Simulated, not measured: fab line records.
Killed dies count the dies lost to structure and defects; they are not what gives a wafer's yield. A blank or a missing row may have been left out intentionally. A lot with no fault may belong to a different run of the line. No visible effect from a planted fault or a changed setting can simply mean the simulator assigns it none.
Matching of chambers / flow n5-finfet / ald-metal-03 running N5_HKMG_FIN_ALD_91: 4 sister chambers
The step deposits TiN, target thk 1 nm, pulse time 1 s, purge time 3 s. 4 wafers are shown with their chamber, then 7 later ones without.

== WAFERS, EACH WITH ITS CHAMBER ==
wafer=L081.6; chamber=0; heater-power-w (W)=1070
wafer=L092.5; chamber=1; heater-power-w (W)=839
wafer=L093.2; chamber=2; heater-power-w (W)=681
wafer=L093.3; chamber=3; heater-power-w (W)=833

== WAFERS MISSING THEIR CHAMBER ==
wafer=L093.5; heater-power-w (W)=1112
wafer=L094.1; heater-power-w (W)=830
wafer=L094.2; heater-power-w (W)=1088
wafer=L094.3; heater-power-w (W)=822
wafer=L095.1; heater-power-w (W)=825
wafer=L095.3; heater-power-w (W)=1086
wafer=L095.5; heater-power-w (W)=1073

== CHAMBER TAKEN BY EACH ==
wafer=L093.5; from the rows above=0; in truth=0
wafer=L094.1; from the rows above=can't be placed: 3 or 1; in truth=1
wafer=L094.2; from the rows above=0; in truth=0
wafer=L094.3; from the rows above=can't be placed: 3 or 1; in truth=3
wafer=L095.1; from the rows above=can't be placed: 3 or 1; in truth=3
wafer=L095.3; from the rows above=0; in truth=0
wafer=L095.5; from the rows above=0; in truth=0
Placed correctly: 4 of 7. Cannot be placed on the basis of these rows: 3; the candidates contain the true chamber in 3. Placed wrongly: 0.
How it was worked out, from the rows above alone: a wafer's distance from a chamber is the root of the sum, over the readings, of the square of ((its reading less the chamber's mean) divided by the reading's scatter). The wafer belongs to the nearest chamber; if the next one is less than 2 further off, it can't be placed. For every chamber, the mean is computed from those of its wafers that are shown. The scatter: root of mean squared gap, hidden wafer to nearest shown wafer, with one shown wafer a chamber.
